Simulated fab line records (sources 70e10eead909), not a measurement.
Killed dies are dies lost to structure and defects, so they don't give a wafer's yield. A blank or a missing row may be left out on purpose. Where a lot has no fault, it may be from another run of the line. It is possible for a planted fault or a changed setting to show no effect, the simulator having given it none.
Struck lot and sound lot, side by side	flow nand_harc	15 steps out of a route of 1302
Sound: these wafers, L231.1, L231.3, L231.5. Wafers struck: L232.1, L232.2, L232.5. The cause is given at the end.
At each step with rows: each side's tool, then ch and its chambers, then its first start. Under that, the readings that differ: sound wafers	struck wafers	difference of the means	sigmas: that difference in standard deviations of wafers without a fault.
alike: readings with means less than 2 such deviations apart, plus words and numbers identical on both sides. not compared: withheld readings, readings lacking a value on some wafer, bounds such as >300 that could conceal the same value, and numbers that have no deviation in the record and whose values overlap.
Wherever a step has rows on one side only, a row that says differs or no value, or a row with sigmas, the two part there. Non-overlapping numbers with no deviation appear without sigmas and do not part them. A reading missing from all wafers of one side parts the sides only when that side holds two or more wafers.

first, 4 steps without rows for these wafers: NHARC_A_M0_EBR_05; NHARC_A_M0_EXPOSE_06 (exposes mask A M0, target cd 80 nm); NHARC_A_M0_PEB_07 (peb time 65 s); NHARC_A_M0_DEVELOP_08 (develop time 35 s).
NHARC_A_M0_CD_MEAS_09 targets a cd of 80 nm.
  sound on cd_sem-01 ch 0, day 26 12:17; struck on cd_sem-03 ch 0, day 27 07:32
  alike: cd_nm
NHARC_A_M0_OVL_MEAS_10: pitch 160 nm.
  struck on overlay-02, day 27 07:37; sound on overlay-02, day 26 12:22
reading	sound	struck	difference	sigmas
overlay_x_nm (nm)	-0.2 0.4 -0.2	2.4 2.0 2.5	+2.3	+3
  alike: overlay_y_nm
NHARC_A_M0_INSPECT_11:
  struck on defect_inspect-02, day 27 07:40; sound on defect_inspect-01, day 26 12:25
  alike: raw_defect_count
NHARC_A_M0_DESCUM_14: chemistry O2, time 3 s.
  sound on rie_diel-10 ch 0,3, day 26 12:28; struck on rie_diel-10 ch 1,2, day 27 07:44
  alike: drypump_motor_current_A, oes_product_au, rf_vpp_V, showerhead_plenum_p_Torr, throttle_valve_pct
  not compared: rf_hours_counter_h
NHARC_A_M0_ETCH_34: etches the open film in N2/H2, target depth 40 nm, overetch 12 nm, time 43.94 s.
  sound on rie_diel-10 ch 0,1,3, day 26 12:34; struck on rie_diel-10 ch 0,2,3, day 27 07:49
  alike: drypump_motor_current_A, oes_product_au, rf_vpp_V, showerhead_plenum_p_Torr, throttle_valve_pct
  not compared: rf_hours_counter_h
NHARC_A_M0_ETCH_15: etches the open film in C4F8/Ar, target depth 150 nm, overetch 15 nm, time 82.5 s.
  sound on rie_diel-10 ch 0,1,2; struck on rie_diel-10 ch 1,3
reading	sound	struck	difference	sigmas
oes_product_au (a.u.)	0.964 0.978 0.983	0.937 0.925 0.930	-0.044	-2
  alike: rf_vpp_V
  not compared: rf_hours_counter_h
NHARC_A_M0_CD_MEAS_16:
  struck on cd_sem-03, day 27 08:01; sound on cd_sem-01, day 26 12:46
reading	sound	struck	difference	sigmas
cd_nm (nm)	79.5 79.0 79.2	81.1 80.9 80.6	+1.6	+2
NHARC_A_M0_STRIP_18: strips in N2/H2.
  sound on rie_diel-10 ch 0,3, day 26 12:50; struck on rie_diel-07 ch 1,3, day 27 08:05
  alike: chamber_pressure_mTorr, drypump_motor_current_A, oes_product_au, rf_vpp_V, showerhead_plenum_p_Torr, throttle_valve_pct
  not compared: rf_hours_counter_h
NHARC_A_M0_STRIP_19: strips in post etch residue remover, time 600 s.
  sound on wet_bench-04 ch 1,5,6, day 26 13:07; struck on wet_bench-04 ch 0,2,7, day 27 08:22
  no value came back on the struck wafers for bath_heat_duty_pct (%), run_length_s (s); on the sound wafers bath_heat_duty_pct (%) reads 10.7 11.5 12.8
NHARC_A_M0_DEGAS_28: time 60 s.
  struck on pvd_sputter-03, day 27 08:40; sound on pvd_sputter-03, day 26 13:23
  alike: heater_power_w, susceptor_temp_C
NHARC_END_SORT_01:
  sound on prober-02 ch 0, day 28 01:13; struck on prober-01 ch 0, day 29 07:59
  alike: defect_limited_yield, killed_at_array, killed_at_other, killed_at_periphery, killed_dies, killed_open, killed_short

WHERE THEY PART
First at NHARC_A_M0_OVL_MEAS_10; last, within this record, at NHARC_A_M0_STRIP_19. Later steps at which nothing parts them and some readings are alike: NHARC_A_M0_DEGAS_28, NHARC_END_SORT_01.

WHY: the cause the simulator had injected
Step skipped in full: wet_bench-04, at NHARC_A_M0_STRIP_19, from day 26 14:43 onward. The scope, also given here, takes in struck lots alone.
